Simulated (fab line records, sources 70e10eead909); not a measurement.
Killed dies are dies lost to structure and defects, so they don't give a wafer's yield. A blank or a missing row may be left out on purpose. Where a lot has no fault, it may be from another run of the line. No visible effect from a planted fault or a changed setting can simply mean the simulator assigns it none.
Matching of chambers ; flow nand-harc ; NHARC_A_STAIRCASE_TRIM_12 on rie-diel-01 has 4 sister chambers
The step chemistry O2, time 211.2 s. 4 wafers are shown with their chamber, then 11 later ones without.

== WAFERS, EACH WITH ITS CHAMBER ==
wafer;chamber;drypump-motor-current-A (A)
L091.4;0;5.8
L092.3;1;5.5
L092.6;3;5.2
L093.2;2;4.8

== WAFERS MISSING THEIR CHAMBER ==
wafer;drypump-motor-current-A (A)
L093.3;5.7
L093.4;5.5
L095.2;5.5
L095.5;5.2
L095.6;5.8
L097.3;5.5
L097.4;5.8
L097.6;5.5
L096.3;4.8
L096.4;5.2
L096.5;4.8

== THE CHAMBER EACH PASSED THROUGH ==
wafer;from the rows above;in truth
L093.3;0;0
L093.4;1;1
L095.2;1;1
L095.5;3;3
L095.6;0;0
L097.3;1;1
L097.4;0;0
L097.6;1;1
L096.3;2;2
L096.4;3;3
L096.5;2;2
Correct placement for 11 of the 11. From these rows, 0 cannot be placed. Number placed wrongly: 0.
How it was worked out, from the rows above alone: a wafer's distance from a chamber is the root of the sum, over the readings, of the square of ((its reading less the chamber's mean) divided by the reading's scatter). The wafer belongs to the nearest chamber; if the next one is less than 2 further off, it can't be placed. A chamber's mean is the mean of its shown wafers. The scatter: root of mean squared gap, hidden wafer to nearest shown wafer, with one shown wafer a chamber.
